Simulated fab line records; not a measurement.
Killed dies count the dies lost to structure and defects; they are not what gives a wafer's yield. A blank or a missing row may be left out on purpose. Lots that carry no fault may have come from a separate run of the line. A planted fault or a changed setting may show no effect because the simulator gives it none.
fab line records / flow n5Finfet / part 2 of 2: steps 5 to 6 of 6
record lots=21 wafers=63 lastDay=18
route steps=1938 shown FIN_CUT@168 STI_FIN_REVEAL@190 DUMMY_GATE@233
lots that met no fault: from a run of the same line without faults
startH: hours from the record's first day to the start of the lot's first wafer shown / waitH: hours since the lot's step before / " identical to the entry in the row above / L1.1+2: one row covering several wafers at once / - no value present, or no start provided / * or withheld: withheld / < > ~ a bound
route shown NAME@n: a module of which the file shows steps, and the number in the route of the first / usual: mean/standard deviation taken from wafers without a fault / same: alike in all rows / chamber/n: place in a boat / sites: per-site readings / _std_site: the values' standard deviation / _edge_site: the outer-site mean with the inner-site mean subtracted / radiusMm: how far each site lies from the wafer's centre / mask NAME#n: copy n / behind: the tool/chamber that last shaped the wafer / hold: reason for holding the lot/hours on hold/outcome of the hold / device: which transistor (n, p or np) failed to switch / end of line: at the end of the route, the tests of the same wafers / a step given without rows: its recipe and nothing more / killed: dies lost to structure and defects at the first sort, not the wafer's yield / map: a wafer's dies, x killed, . not, _ none there
set.NAME: setting as actually run; set.NAME@STEP: the setting as run at that earlier step / model.NAME: the simulator's own value behind a step, which no gauge read
one table for each step of the route and one row for each wafer, over a sample of lots
services: from which hour (startH, from the record's first day; less than 0 if before it) a tool's chamber was out of use, for how many hours, and why
## steps
# step N5_DUMMY_GATE_CD_MEAS_50
# recipe targetCdNm=14
# usual cdNm=14.0/0.38
lot.wafer=L074.1 tool=cdSem-03 chamber=- startH=50.86 waitH=0.0 cdNm=13.7
lot.wafer=L074.5 tool=cdSem-03 chamber=- startH=50.86 waitH=0.0 cdNm=14.2
lot.wafer=L074.6 tool=cdSem-03 chamber=- startH=50.86 waitH=0.0 cdNm=13.9
lot.wafer=L075.2 tool=cdSem-03 chamber=- startH=64.57 waitH=0.0 cdNm=13.4
lot.wafer=L075.4 tool=cdSem-03 chamber=- startH=64.57 waitH=0.0 cdNm=13.8
lot.wafer=L075.6 tool=cdSem-03 chamber=- startH=64.57 waitH=0.0 cdNm=13.5
lot.wafer=L077.1 tool=cdSem-02 chamber=- startH=70.60 waitH=0.0 cdNm=14.1
lot.wafer=L077.3 tool=cdSem-02 chamber=- startH=70.60 waitH=0.0 cdNm=14.0
lot.wafer=L077.6 tool=cdSem-02 chamber=- startH=70.60 waitH=0.0 cdNm=14.1
lot.wafer=L078.3 tool=cdSem-02 chamber=- startH=74.63 waitH=0.0 cdNm=14.3
lot.wafer=L078.4 tool=cdSem-02 chamber=- startH=74.63 waitH=0.0 cdNm=14.2
lot.wafer=L078.5 tool=cdSem-02 chamber=- startH=74.63 waitH=0.0 cdNm=13.8
lot.wafer=L079.3 tool=cdSem-02 chamber=- startH=76.38 waitH=0.0 cdNm=13.4
lot.wafer=L079.4 tool=cdSem-02 chamber=- startH=76.38 waitH=0.0 cdNm=14.0
lot.wafer=L079.6 tool=cdSem-02 chamber=- startH=76.38 waitH=0.0 cdNm=14.1
lot.wafer=L080.1 tool=cdSem-02 chamber=- startH=82.55 waitH=0.0 cdNm=13.9
lot.wafer=L080.3 tool=cdSem-02 chamber=- startH=82.55 waitH=0.0 cdNm=13.3
lot.wafer=L080.6 tool=cdSem-02 chamber=- startH=82.55 waitH=0.0 cdNm=13.4
lot.wafer=L081.2 tool=cdSem-01 chamber=- startH=87.36 waitH=0.0 cdNm=13.6
lot.wafer=L081.3 tool=cdSem-01 chamber=- startH=87.36 waitH=0.0 cdNm=13.9
lot.wafer=L081.5 tool=cdSem-01 chamber=- startH=87.36 waitH=0.0 cdNm=14.3
lot.wafer=L082.1 tool=cdSem-03 chamber=- startH=93.27 waitH=0.0 cdNm=13.7
lot.wafer=L082.2 tool=cdSem-03 chamber=- startH=93.27 waitH=0.0 cdNm=13.7
lot.wafer=L082.4 tool=cdSem-03 chamber=- startH=93.27 waitH=0.0 cdNm=14.7
lot.wafer=L083.1 tool=cdSem-02 chamber=- startH=100.96 waitH=0.0 cdNm=14.7
lot.wafer=L083.2 tool=cdSem-02 chamber=- startH=100.96 waitH=0.0 cdNm=13.7
lot.wafer=L083.4 tool=cdSem-02 chamber=- startH=100.96 waitH=0.0 cdNm=14.7
lot.wafer=L084.1 tool=cdSem-03 chamber=- startH=106.29 waitH=0.0 cdNm=13.6
lot.wafer=L084.2 tool=cdSem-03 chamber=- startH=106.29 waitH=0.0 cdNm=13.7
lot.wafer=L084.6 tool=cdSem-03 chamber=- startH=106.29 waitH=0.0 cdNm=14.6
lot.wafer=L085.2 tool=cdSem-03 chamber=- startH=116.36 waitH=0.0 cdNm=13.3
lot.wafer=L085.3 tool=cdSem-03 chamber=- startH=116.36 waitH=0.0 cdNm=14.2
lot.wafer=L085.6 tool=cdSem-03 chamber=- startH=116.36 waitH=0.0 cdNm=14.1
lot.wafer=L087.1 tool=cdSem-01 chamber=- startH=131.49 waitH=0.0 cdNm=14.1
lot.wafer=L087.3 tool=cdSem-01 chamber=- startH=131.49 waitH=0.0 cdNm=13.8
lot.wafer=L087.6 tool=cdSem-01 chamber=- startH=131.49 waitH=0.0 cdNm=14.1
lot.wafer=L089.2 tool=cdSem-01 chamber=- startH=140.05 waitH=0.1 cdNm=13.1
lot.wafer=L089.3 tool=cdSem-01 chamber=- startH=140.05 waitH=0.1 cdNm=13.3
lot.wafer=L089.4 tool=cdSem-01 chamber=- startH=140.05 waitH=0.1 cdNm=13.9
lot.wafer=L090.1 tool=cdSem-03 chamber=- startH=142.06 waitH=0.0 cdNm=13.9
lot.wafer=L090.4 tool=cdSem-03 chamber=- startH=142.06 waitH=0.0 cdNm=13.9
lot.wafer=L090.5 tool=cdSem-03 chamber=- startH=142.06 waitH=0.0 cdNm=13.8
lot.wafer=L091.3 tool=cdSem-01 chamber=- startH=151.76 waitH=0.0 cdNm=13.9
lot.wafer=L091.5 tool=cdSem-01 chamber=- startH=151.76 waitH=0.0 cdNm=13.8
lot.wafer=L091.6 tool=cdSem-01 chamber=- startH=151.76 waitH=0.0 cdNm=13.7
lot.wafer=L092.3 tool=cdSem-03 chamber=- startH=155.88 waitH=0.0 cdNm=14.8
lot.wafer=L092.4 tool=cdSem-03 chamber=- startH=155.88 waitH=0.0 cdNm=14.5
lot.wafer=L092.6 tool=cdSem-03 chamber=- startH=155.88 waitH=0.0 cdNm=14.5
lot.wafer=L093.1 tool=cdSem-03 chamber=- startH=159.86 waitH=0.0 cdNm=13.4
lot.wafer=L093.2 tool=cdSem-03 chamber=- startH=159.86 waitH=0.0 cdNm=14.5
lot.wafer=L093.4 tool=cdSem-03 chamber=- startH=159.86 waitH=0.0 cdNm=13.7
lot.wafer=L094.1 tool=cdSem-02 chamber=- startH=166.37 waitH=0.0 cdNm=13.7
lot.wafer=L094.2 tool=cdSem-02 chamber=- startH=166.37 waitH=0.0 cdNm=13.8
lot.wafer=L094.5 tool=cdSem-02 chamber=- startH=166.37 waitH=0.0 cdNm=13.3
lot.wafer=L095.2 tool=cdSem-03 chamber=- startH=173.61 waitH=0.1 cdNm=14.1
lot.wafer=L095.3 tool=cdSem-03 chamber=- startH=173.61 waitH=0.1 cdNm=14.0
lot.wafer=L095.4 tool=cdSem-03 chamber=- startH=173.61 waitH=0.1 cdNm=14.7
lot.wafer=L096.2 tool=cdSem-03 chamber=- startH=178.21 waitH=0.0 cdNm=13.5
lot.wafer=L096.3 tool=cdSem-03 chamber=- startH=178.21 waitH=0.0 cdNm=13.9
lot.wafer=L096.4 tool=cdSem-03 chamber=- startH=178.21 waitH=0.0 cdNm=14.4
lot.wafer=L097.2 tool=cdSem-03 chamber=- startH=186.98 waitH=0.0 cdNm=13.9
lot.wafer=L097.4 tool=cdSem-03 chamber=- startH=186.98 waitH=0.0 cdNm=13.7
lot.wafer=L097.5 tool=cdSem-03 chamber=- startH=186.98 waitH=0.0 cdNm=13.7
# step N5_DUMMY_GATE_ETCH_44
# recipe chemistry=HBr/O2 overEtchFrac=0.7 targetDepthA=1275 stopOn=SiO2 ionEnergyEv=60 biasW=20 target=poly-Si maskMaterial=SiO2 pressureMtorr=20 icpW=400 HBr_flow_sccm=120 O2_flow_sccm=10
# usual HBr_flow_sccm=120.0/0.37 drypumpMotorCurrentA=5.5/0.45 heBacksideLeakSccm=2.9/0.34 oesProductAu=0.727/0.0086 rfFwdPowerW=398.2/1.3 throttleValvePct=18.48/0.19
lot.wafer=L074.1 tool=rieSi-05 chamber=2 startH=51.25 waitH=0.0 HBr_flow_sccm=119.9 drypumpMotorCurrentA=5.1 heBacksideLeakSccm=2.4 oesProductAu=0.723 rfFwdPowerW=397.7 rfHoursCounterH=59 throttleValvePct=18.24
lot.wafer=L074.5 tool=rieSi-05 chamber=3 startH=51.25 waitH=0.0 HBr_flow_sccm=120.2 drypumpMotorCurrentA=5.1 heBacksideLeakSccm=3.5 oesProductAu=0.721 rfFwdPowerW=398.4 rfHoursCounterH=- throttleValvePct=18.80
lot.wafer=L074.6 tool=rieSi-05 chamber=2 startH=51.25 waitH=0.0 HBr_flow_sccm=120.1 drypumpMotorCurrentA=5.1 heBacksideLeakSccm=2.6 oesProductAu=0.726 rfFwdPowerW=398.8 rfHoursCounterH=- throttleValvePct=18.24
lot.wafer=L075.2 tool=rieSi-05 chamber=2 startH=64.96 waitH=0.0 HBr_flow_sccm=119.2 drypumpMotorCurrentA=5.1 heBacksideLeakSccm=2.6 oesProductAu=0.728 rfFwdPowerW=398.2 rfHoursCounterH=59 throttleValvePct=18.24
lot.wafer=L075.4 tool=rieSi-05 chamber=0 startH=64.96 waitH=0.0 HBr_flow_sccm=119.9 drypumpMotorCurrentA=4.9 heBacksideLeakSccm=2.9 oesProductAu=0.726 rfFwdPowerW=399.8 rfHoursCounterH=33 throttleValvePct=18.32
lot.wafer=L075.6 tool=rieSi-05 chamber=0 startH=64.96 waitH=0.0 HBr_flow_sccm=119.7 drypumpMotorCurrentA=4.9 heBacksideLeakSccm=2.9 oesProductAu=0.704 rfFwdPowerW=400.3 rfHoursCounterH=- throttleValvePct=18.32
lot.wafer=L077.1 tool=rieSi-02 chamber=0 startH=70.99 waitH=0.0 HBr_flow_sccm=119.9 drypumpMotorCurrentA=5.1 heBacksideLeakSccm=3.4 oesProductAu=0.732 rfFwdPowerW=402.0 rfHoursCounterH=185 throttleValvePct=18.57
lot.wafer=L077.3 tool=rieSi-02 chamber=1 startH=70.99 waitH=0.0 HBr_flow_sccm=119.4 drypumpMotorCurrentA=5.5 heBacksideLeakSccm=2.7 oesProductAu=0.746 rfFwdPowerW=398.5 rfHoursCounterH=6 throttleValvePct=18.43
lot.wafer=L077.6 tool=rieSi-02 chamber=1 startH=70.99 waitH=0.0 HBr_flow_sccm=120.4 drypumpMotorCurrentA=5.5 heBacksideLeakSccm=2.6 oesProductAu=0.725 rfFwdPowerW=398.7 rfHoursCounterH=- throttleValvePct=18.44
lot.wafer=L078.3 tool=rieSi-02 chamber=3 startH=75.01 waitH=0.0 HBr_flow_sccm=119.8 drypumpMotorCurrentA=6.1 heBacksideLeakSccm=2.9 oesProductAu=0.729 rfFwdPowerW=397.5 rfHoursCounterH=60 throttleValvePct=18.29
lot.wafer=L078.4 tool=rieSi-02 chamber=0 startH=75.01 waitH=0.0 HBr_flow_sccm=120.3 drypumpMotorCurrentA=5.2 heBacksideLeakSccm=3.2 oesProductAu=0.741 rfFwdPowerW=397.1 rfHoursCounterH=- throttleValvePct=18.57
lot.wafer=L078.5 tool=rieSi-02 chamber=1 startH=75.01 waitH=0.0 HBr_flow_sccm=120.4 drypumpMotorCurrentA=5.5 heBacksideLeakSccm=2.6 oesProductAu=0.730 rfFwdPowerW=399.8 rfHoursCounterH=- throttleValvePct=18.41
lot.wafer=L079.3 tool=rieSi-02 chamber=0 startH=76.77 waitH=0.0 HBr_flow_sccm=119.5 drypumpMotorCurrentA=5.1 heBacksideLeakSccm=3.4 oesProductAu=0.732 rfFwdPowerW=397.6 rfHoursCounterH=185 throttleValvePct=18.56
lot.wafer=L079.4 tool=rieSi-02 chamber=3 startH=76.77 waitH=0.0 HBr_flow_sccm=119.6 drypumpMotorCurrentA=6.1 heBacksideLeakSccm=2.9 oesProductAu=0.725 rfFwdPowerW=397.0 rfHoursCounterH=- throttleValvePct=18.30
lot.wafer=L079.6 tool=rieSi-02 chamber=1 startH=76.77 waitH=0.0 HBr_flow_sccm=119.8 drypumpMotorCurrentA=5.5 heBacksideLeakSccm=2.7 oesProductAu=0.721 rfFwdPowerW=397.6 rfHoursCounterH=- throttleValvePct=18.44
lot.wafer=L080.1 tool=rieSi-05 chamber=2 startH=82.93 waitH=0.0 HBr_flow_sccm=121.0 drypumpMotorCurrentA=5.1 heBacksideLeakSccm=2.6 oesProductAu=0.730 rfFwdPowerW=397.1 rfHoursCounterH=60 throttleValvePct=18.26
lot.wafer=L080.3 tool=rieSi-05 chamber=0 startH=82.93 waitH=0.0 HBr_flow_sccm=120.0 drypumpMotorCurrentA=4.9 heBacksideLeakSccm=2.8 oesProductAu=0.719 rfFwdPowerW=398.4 rfHoursCounterH=34 throttleValvePct=18.32
lot.wafer=L080.6 tool=rieSi-05 chamber=0 startH=82.93 waitH=0.0 HBr_flow_sccm=120.1 drypumpMotorCurrentA=4.9 heBacksideLeakSccm=2.9 oesProductAu=0.713 rfFwdPowerW=400.3 rfHoursCounterH=- throttleValvePct=18.34
lot.wafer=L081.2 tool=rieSi-05 chamber=1 startH=87.74 waitH=0.0 HBr_flow_sccm=119.9 drypumpMotorCurrentA=5.9 heBacksideLeakSccm=3.1 oesProductAu=0.720 rfFwdPowerW=400.4 rfHoursCounterH=81 throttleValvePct=18.57
lot.wafer=L081.3 tool=rieSi-05 chamber=3 startH=87.74 waitH=0.0 HBr_flow_sccm=119.7 drypumpMotorCurrentA=5.1 heBacksideLeakSccm=3.5 oesProductAu=0.727 rfFwdPowerW=399.7 rfHoursCounterH=123 throttleValvePct=18.78
lot.wafer=L081.5 tool=rieSi-05 chamber=2 startH=87.74 waitH=0.0 HBr_flow_sccm=119.5 drypumpMotorCurrentA=5.1 heBacksideLeakSccm=2.5 oesProductAu=0.720 rfFwdPowerW=398.4 rfHoursCounterH=- throttleValvePct=18.25
lot.wafer=L082.1 tool=rieSi-05 chamber=3 startH=93.66 waitH=0.0 HBr_flow_sccm=119.3 drypumpMotorCurrentA=5.0 heBacksideLeakSccm=3.7 oesProductAu=0.733 rfFwdPowerW=399.6 rfHoursCounterH=123 throttleValvePct=18.79
lot.wafer=L082.2 tool=rieSi-05 chamber=1 startH=93.66 waitH=0.0 HBr_flow_sccm=119.8 drypumpMotorCurrentA=5.9 heBacksideLeakSccm=2.8 oesProductAu=0.735 rfFwdPowerW=399.5 rfHoursCounterH=81 throttleValvePct=18.56
lot.wafer=L082.4 tool=rieSi-05 chamber=0 startH=93.66 waitH=0.0 HBr_flow_sccm=120.1 drypumpMotorCurrentA=4.9 heBacksideLeakSccm=2.9 oesProductAu=0.717 rfFwdPowerW=395.6 rfHoursCounterH=34 throttleValvePct=18.33
lot.wafer=L083.1 tool=rieSi-05 chamber=1 startH=101.35 waitH=0.0 HBr_flow_sccm=119.9 drypumpMotorCurrentA=5.9 heBacksideLeakSccm=2.8 oesProductAu=0.728 rfFwdPowerW=397.1 rfHoursCounterH=81 throttleValvePct=18.57
lot.wafer=L083.2 tool=rieSi-05 chamber=2 startH=101.35 waitH=0.0 HBr_flow_sccm=119.3 drypumpMotorCurrentA=5.1 heBacksideLeakSccm=2.5 oesProductAu=0.720 rfFwdPowerW=397.5 rfHoursCounterH=60 throttleValvePct=18.25
lot.wafer=L083.4 tool=rieSi-05 chamber=0 startH=101.35 waitH=0.0 HBr_flow_sccm=119.8 drypumpMotorCurrentA=4.9 heBacksideLeakSccm=2.8 oesProductAu=0.721 rfFwdPowerW=399.4 rfHoursCounterH=34 throttleValvePct=18.34
lot.wafer=L084.1 tool=rieSi-05 chamber=3 startH=106.67 waitH=0.0 HBr_flow_sccm=120.5 drypumpMotorCurrentA=5.1 heBacksideLeakSccm=3.2 oesProductAu=0.736 rfFwdPowerW=396.3 rfHoursCounterH=123 throttleValvePct=18.78
lot.wafer=L084.2 tool=rieSi-05 chamber=1 startH=106.67 waitH=0.0 HBr_flow_sccm=120.4 drypumpMotorCurrentA=5.9 heBacksideLeakSccm=2.7 oesProductAu=0.727 rfFwdPowerW=398.0 rfHoursCounterH=81 throttleValvePct=18.57
lot.wafer=L084.6 tool=rieSi-05 chamber=3 startH=106.67 waitH=0.0 HBr_flow_sccm=120.8 drypumpMotorCurrentA=5.1 heBacksideLeakSccm=3.6 oesProductAu=0.722 rfFwdPowerW=395.5 rfHoursCounterH=- throttleValvePct=18.80
lot.wafer=L085.2 tool=rieSi-02 chamber=0 startH=116.75 waitH=0.0 HBr_flow_sccm=120.6 drypumpMotorCurrentA=5.1 heBacksideLeakSccm=3.3 oesProductAu=0.728 rfFwdPowerW=396.2 rfHoursCounterH=186 throttleValvePct=18.56
lot.wafer=L085.3 tool=rieSi-02 chamber=2 startH=116.75 waitH=0.0 HBr_flow_sccm=119.8 drypumpMotorCurrentA=6.3 heBacksideLeakSccm=2.8 oesProductAu=0.723 rfFwdPowerW=398.6 rfHoursCounterH=178 throttleValvePct=18.29
lot.wafer=L085.6 tool=rieSi-02 chamber=1 startH=116.75 waitH=0.0 HBr_flow_sccm=120.0 drypumpMotorCurrentA=5.5 heBacksideLeakSccm=2.8 oesProductAu=0.730 rfFwdPowerW=398.1 rfHoursCounterH=- throttleValvePct=18.44
lot.wafer=L087.1 tool=rieSi-03 chamber=0 startH=131.92 waitH=0.0 HBr_flow_sccm=119.6 drypumpMotorCurrentA=5.8 heBacksideLeakSccm=2.3 oesProductAu=0.737 rfFwdPowerW=397.9 rfHoursCounterH=3 throttleValvePct=18.53
lot.wafer=L087.3 tool=rieSi-03 chamber=1 startH=131.92 waitH=0.0 HBr_flow_sccm=120.1 drypumpMotorCurrentA=5.5 heBacksideLeakSccm=3.1 oesProductAu=0.735 rfFwdPowerW=396.8 rfHoursCounterH=161 throttleValvePct=18.75
lot.wafer=L087.6 tool=rieSi-03 chamber=0 startH=131.92 waitH=0.0 HBr_flow_sccm=119.1 drypumpMotorCurrentA=5.8 heBacksideLeakSccm=2.2 oesProductAu=0.740 rfFwdPowerW=396.7 rfHoursCounterH=- throttleValvePct=18.54
lot.wafer=L089.2 tool=rieSi-03 chamber=3 startH=140.45 waitH=0.0 HBr_flow_sccm=119.5 drypumpMotorCurrentA=6.1 heBacksideLeakSccm=3.1 oesProductAu=0.725 rfFwdPowerW=398.6 rfHoursCounterH=69 throttleValvePct=18.26
lot.wafer=L089.3 tool=rieSi-03 chamber=1 startH=140.45 waitH=0.0 HBr_flow_sccm=119.7 drypumpMotorCurrentA=5.5 heBacksideLeakSccm=3.4 oesProductAu=0.732 rfFwdPowerW=399.1 rfHoursCounterH=162 throttleValvePct=18.77
lot.wafer=L089.4 tool=rieSi-03 chamber=0 startH=140.45 waitH=0.0 HBr_flow_sccm=120.1 drypumpMotorCurrentA=5.9 heBacksideLeakSccm=2.5 oesProductAu=0.738 rfFwdPowerW=397.3 rfHoursCounterH=3 throttleValvePct=18.53
lot.wafer=L090.1 tool=rieSi-03 chamber=1 startH=142.44 waitH=0.0 HBr_flow_sccm=119.3 drypumpMotorCurrentA=5.5 heBacksideLeakSccm=3.1 oesProductAu=0.743 rfFwdPowerW=397.1 rfHoursCounterH=162 throttleValvePct=18.77
lot.wafer=L090.4 tool=rieSi-03 chamber=2 startH=142.44 waitH=0.0 HBr_flow_sccm=120.6 drypumpMotorCurrentA=5.8 heBacksideLeakSccm=3.2 oesProductAu=0.733 rfFwdPowerW=398.5 rfHoursCounterH=183 throttleValvePct=18.58
lot.wafer=L090.5 tool=rieSi-03 chamber=3 startH=142.44 waitH=0.0 HBr_flow_sccm=119.9 drypumpMotorCurrentA=6.2 heBacksideLeakSccm=2.9 oesProductAu=0.734 rfFwdPowerW=397.9 rfHoursCounterH=- throttleValvePct=18.27
lot.wafer=L091.3 tool=rieSi-02 chamber=3 startH=152.14 waitH=0.0 HBr_flow_sccm=119.5 drypumpMotorCurrentA=6.1 heBacksideLeakSccm=3.0 oesProductAu=0.720 rfFwdPowerW=398.3 rfHoursCounterH=61 throttleValvePct=18.29
lot.wafer=L091.5 tool=rieSi-02 chamber=2 startH=152.14 waitH=0.0 HBr_flow_sccm=120.0 drypumpMotorCurrentA=6.2 heBacksideLeakSccm=2.8 oesProductAu=0.732 rfFwdPowerW=397.1 rfHoursCounterH=- throttleValvePct=18.30
lot.wafer=L091.6 tool=rieSi-02 chamber=3 startH=152.14 waitH=0.0 HBr_flow_sccm=119.5 drypumpMotorCurrentA=6.1 heBacksideLeakSccm=3.0 oesProductAu=0.727 rfFwdPowerW=397.8 rfHoursCounterH=- throttleValvePct=18.29
lot.wafer=L092.3 tool=rieSi-05 chamber=2 startH=156.26 waitH=0.0 HBr_flow_sccm=119.6 drypumpMotorCurrentA=5.1 heBacksideLeakSccm=2.6 oesProductAu=0.719 rfFwdPowerW=396.7 rfHoursCounterH=61 throttleValvePct=18.25
lot.wafer=L092.4 tool=rieSi-05 chamber=1 startH=156.26 waitH=0.0 HBr_flow_sccm=119.7 drypumpMotorCurrentA=5.9 heBacksideLeakSccm=2.9 oesProductAu=0.734 rfFwdPowerW=399.8 rfHoursCounterH=82 throttleValvePct=18.57
lot.wafer=L092.6 tool=rieSi-05 chamber=3 startH=156.26 waitH=0.0 HBr_flow_sccm=120.1 drypumpMotorCurrentA=5.1 heBacksideLeakSccm=3.4 oesProductAu=0.733 rfFwdPowerW=398.9 rfHoursCounterH=- throttleValvePct=18.77
lot.wafer=L093.1 tool=rieSi-03 chamber=0 startH=160.25 waitH=0.0 HBr_flow_sccm=119.8 drypumpMotorCurrentA=5.8 heBacksideLeakSccm=2.1 oesProductAu=0.727 rfFwdPowerW=397.6 rfHoursCounterH=3 throttleValvePct=18.52
lot.wafer=L093.2 tool=rieSi-03 chamber=1 startH=160.25 waitH=0.0 HBr_flow_sccm=119.7 drypumpMotorCurrentA=5.5 heBacksideLeakSccm=3.2 oesProductAu=0.739 rfFwdPowerW=398.6 rfHoursCounterH=162 throttleValvePct=18.75
lot.wafer=L093.4 tool=rieSi-03 chamber=2 startH=160.25 waitH=0.0 HBr_flow_sccm=119.6 drypumpMotorCurrentA=5.9 heBacksideLeakSccm=3.5 oesProductAu=0.710 rfFwdPowerW=399.9 rfHoursCounterH=184 throttleValvePct=18.59
lot.wafer=L094.1 tool=rieSi-02 chamber=3 startH=166.75 waitH=0.0 HBr_flow_sccm=119.6 drypumpMotorCurrentA=6.1 heBacksideLeakSccm=2.9 oesProductAu=0.729 rfFwdPowerW=397.3 rfHoursCounterH=61 throttleValvePct=18.29
lot.wafer=L094.2 tool=rieSi-02 chamber=0 startH=166.75 waitH=0.0 HBr_flow_sccm=120.3 drypumpMotorCurrentA=5.1 heBacksideLeakSccm=3.4 oesProductAu=0.724 rfFwdPowerW=396.2 rfHoursCounterH=187 throttleValvePct=18.56
lot.wafer=L094.5 tool=rieSi-02 chamber=2 startH=166.75 waitH=0.0 HBr_flow_sccm=119.9 drypumpMotorCurrentA=6.2 heBacksideLeakSccm=2.8 oesProductAu=0.717 rfFwdPowerW=398.8 rfHoursCounterH=- throttleValvePct=18.29
lot.wafer=L095.2 tool=rieSi-05 chamber=2 startH=174.06 waitH=0.0 HBr_flow_sccm=119.4 drypumpMotorCurrentA=5.1 heBacksideLeakSccm=2.4 oesProductAu=0.723 rfFwdPowerW=399.3 rfHoursCounterH=61 throttleValvePct=18.26
lot.wafer=L095.3 tool=rieSi-05 chamber=0 startH=174.06 waitH=0.0 HBr_flow_sccm=120.0 drypumpMotorCurrentA=4.9 heBacksideLeakSccm=2.9 oesProductAu=0.713 rfFwdPowerW=399.4 rfHoursCounterH=35 throttleValvePct=18.32
lot.wafer=L095.4 tool=rieSi-05 chamber=1 startH=174.06 waitH=0.0 HBr_flow_sccm=120.6 drypumpMotorCurrentA=5.9 heBacksideLeakSccm=2.8 oesProductAu=0.734 rfFwdPowerW=396.9 rfHoursCounterH=82 throttleValvePct=18.56
lot.wafer=L096.2 tool=rieSi-03 chamber=2 startH=178.60 waitH=0.0 HBr_flow_sccm=120.0 drypumpMotorCurrentA=5.8 heBacksideLeakSccm=3.5 oesProductAu=0.723 rfFwdPowerW=398.5 rfHoursCounterH=184 throttleValvePct=18.56
lot.wafer=L096.3 tool=rieSi-03 chamber=1 startH=178.60 waitH=0.0 HBr_flow_sccm=120.3 drypumpMotorCurrentA=5.5 heBacksideLeakSccm=3.4 oesProductAu=0.728 rfFwdPowerW=396.3 rfHoursCounterH=162 throttleValvePct=18.75
lot.wafer=L096.4 tool=rieSi-03 chamber=3 startH=178.60 waitH=0.0 HBr_flow_sccm=120.3 drypumpMotorCurrentA=6.1 heBacksideLeakSccm=3.1 oesProductAu=0.709 rfFwdPowerW=396.0 rfHoursCounterH=70 throttleValvePct=18.26
lot.wafer=L097.2 tool=rieSi-03 chamber=0 startH=187.37 waitH=0.0 HBr_flow_sccm=120.4 drypumpMotorCurrentA=5.8 heBacksideLeakSccm=2.2 oesProductAu=0.751 rfFwdPowerW=397.6 rfHoursCounterH=4 throttleValvePct=18.54
lot.wafer=L097.4 tool=rieSi-03 chamber=3 startH=187.37 waitH=0.0 HBr_flow_sccm=120.6 drypumpMotorCurrentA=6.1 heBacksideLeakSccm=2.8 oesProductAu=0.727 rfFwdPowerW=396.2 rfHoursCounterH=70 throttleValvePct=18.26
lot.wafer=L097.5 tool=rieSi-03 chamber=3 startH=187.37 waitH=0.0 HBr_flow_sccm=119.9 drypumpMotorCurrentA=6.1 heBacksideLeakSccm=3.0 oesProductAu=0.729 rfFwdPowerW=397.9 rfHoursCounterH=- throttleValvePct=18.27
## services
tool=rieDiel-06 chamber=- startH=10.40 hours=2.0 kind=repair
tool=rieDiel-05 chamber=0 startH=18.93 hours=2.9 kind=repair
tool=rieDiel-03 chamber=0 startH=45.39 hours=4.0 kind=repair
tool=rieDiel-02 chamber=0 startH=50.13 hours=6.4 kind=repair
tool=rieDiel-02 chamber=2 startH=52.59 hours=7.0 kind=repair
tool=rieDiel-02 chamber=3 startH=59.63 hours=- kind=clean
tool=rieDiel-02 chamber=3 startH=59.63 hours=- kind=consumableReplace:focusRing
tool=rieDiel-02 chamber=3 startH=59.63 hours=14.3 kind=scheduledDown
tool=rieSi-02 chamber=2 startH=73.06 hours=6.0 kind=repair
tool=rieDiel-01 chamber=- startH=73.72 hours=1.2 kind=repair
tool=rieDiel-06 chamber=- startH=75.17 hours=0.9 kind=repair
tool=rieDiel-01 chamber=1 startH=77.18 hours=4.7 kind=repair
tool=rieDiel-04 chamber=2 startH=96.92 hours=132.0 kind=repair
tool=rieDiel-01 chamber=3 startH=100.79 hours=8.7 kind=repair
tool=rieSi-02 chamber=- startH=116.96 hours=0.6 kind=repair
tool=rieSi-03 chamber=3 startH=124.66 hours=11.5 kind=repair
tool=rieDiel-01 chamber=- startH=135.57 hours=0.8 kind=repair
tool=rieDiel-05 chamber=1 startH=148.75 hours=2.2 kind=repair
tool=rieDiel-05 chamber=0 startH=152.80 hours=25.5 kind=repair
tool=rieDiel-05 chamber=1 startH=160.48 hours=5.4 kind=repair
tool=rieDiel-02 chamber=2 startH=161.44 hours=8.3 kind=repair
tool=rieDiel-01 chamber=0 startH=168.70 hours=6.0 kind=repair
tool=rieSi-02 chamber=0 startH=175.06 hours=1.9 kind=repair
tool=rieDiel-02 chamber=1 startH=183.49 hours=5.8 kind=repair
